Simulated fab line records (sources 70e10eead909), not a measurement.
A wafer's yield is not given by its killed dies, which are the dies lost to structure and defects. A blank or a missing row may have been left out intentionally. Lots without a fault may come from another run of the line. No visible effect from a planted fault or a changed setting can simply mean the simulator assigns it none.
Matching of chambers / flow nand_harc / NHARC_P_CONTACT_ETCH_35 on rie_diel-06: 4 sister chambers
The step etches the open film in CF4, target depth 39 nm, time 65 s. 8 wafers are shown with their chamber, then 9 later ones without.

## EACH WAFER AND ITS CHAMBER
wafer=L083.2; chamber=1; showerhead_plenum_p_Torr (Torr)=1.68; drypump_motor_current_A (A)=4.7
wafer=L086.5; chamber=2; showerhead_plenum_p_Torr (Torr)=1.69; drypump_motor_current_A (A)=5.7
wafer=L090.1; chamber=1; showerhead_plenum_p_Torr (Torr)=1.68; drypump_motor_current_A (A)=4.7
wafer=L090.2; chamber=0; showerhead_plenum_p_Torr (Torr)=1.82; drypump_motor_current_A (A)=5.4
wafer=L090.3; chamber=3; showerhead_plenum_p_Torr (Torr)=1.78; drypump_motor_current_A (A)=6.1
wafer=L091.1; chamber=3; showerhead_plenum_p_Torr (Torr)=1.77; drypump_motor_current_A (A)=6.1
wafer=L091.2; chamber=2; showerhead_plenum_p_Torr (Torr)=1.69; drypump_motor_current_A (A)=5.7
wafer=L091.3; chamber=0; showerhead_plenum_p_Torr (Torr)=1.82; drypump_motor_current_A (A)=5.3

## WAFERS WITH NO CHAMBER GIVEN
wafer=L094.1; showerhead_plenum_p_Torr (Torr)=1.82; drypump_motor_current_A (A)=5.4
wafer=L094.3; showerhead_plenum_p_Torr (Torr)=1.77; drypump_motor_current_A (A)=6.1
wafer=L094.5; showerhead_plenum_p_Torr (Torr)=1.68; drypump_motor_current_A (A)=4.7
wafer=L096.1; showerhead_plenum_p_Torr (Torr)=1.77; drypump_motor_current_A (A)=6.1
wafer=L096.3; showerhead_plenum_p_Torr (Torr)=1.82; drypump_motor_current_A (A)=5.4
wafer=L096.4; showerhead_plenum_p_Torr (Torr)=1.68; drypump_motor_current_A (A)=4.8
wafer=L097.2; showerhead_plenum_p_Torr (Torr)=1.69; drypump_motor_current_A (A)=5.7
wafer=L097.5; showerhead_plenum_p_Torr (Torr)=1.68; drypump_motor_current_A (A)=4.7
wafer=L097.6; showerhead_plenum_p_Torr (Torr)=1.82; drypump_motor_current_A (A)=5.4

## THE CHAMBER EACH PASSED THROUGH
wafer=L094.1; from the rows above=0; in truth=0
wafer=L094.3; from the rows above=3; in truth=3
wafer=L094.5; from the rows above=1; in truth=1
wafer=L096.1; from the rows above=3; in truth=3
wafer=L096.3; from the rows above=0; in truth=0
wafer=L096.4; from the rows above=1; in truth=1
wafer=L097.2; from the rows above=2; in truth=2
wafer=L097.5; from the rows above=1; in truth=1
wafer=L097.6; from the rows above=0; in truth=0
9 of 9 placed correctly. Left unplaced by these rows: 0. 0 placed wrongly.
How it was worked out, from the rows above alone: a wafer's distance from a chamber is the root of the sum, over the readings, of the square of ((its reading less the chamber's mean) divided by the reading's scatter). The wafer belongs to the nearest chamber; if the next one is less than 2 further off, it can't be placed. For every chamber, the mean is computed from those of its wafers that are shown. How the scatter is found: for the shown wafers, subtract from each reading the mean of its chamber, square and add these, divide the total by (wafers less chambers), then take the root.
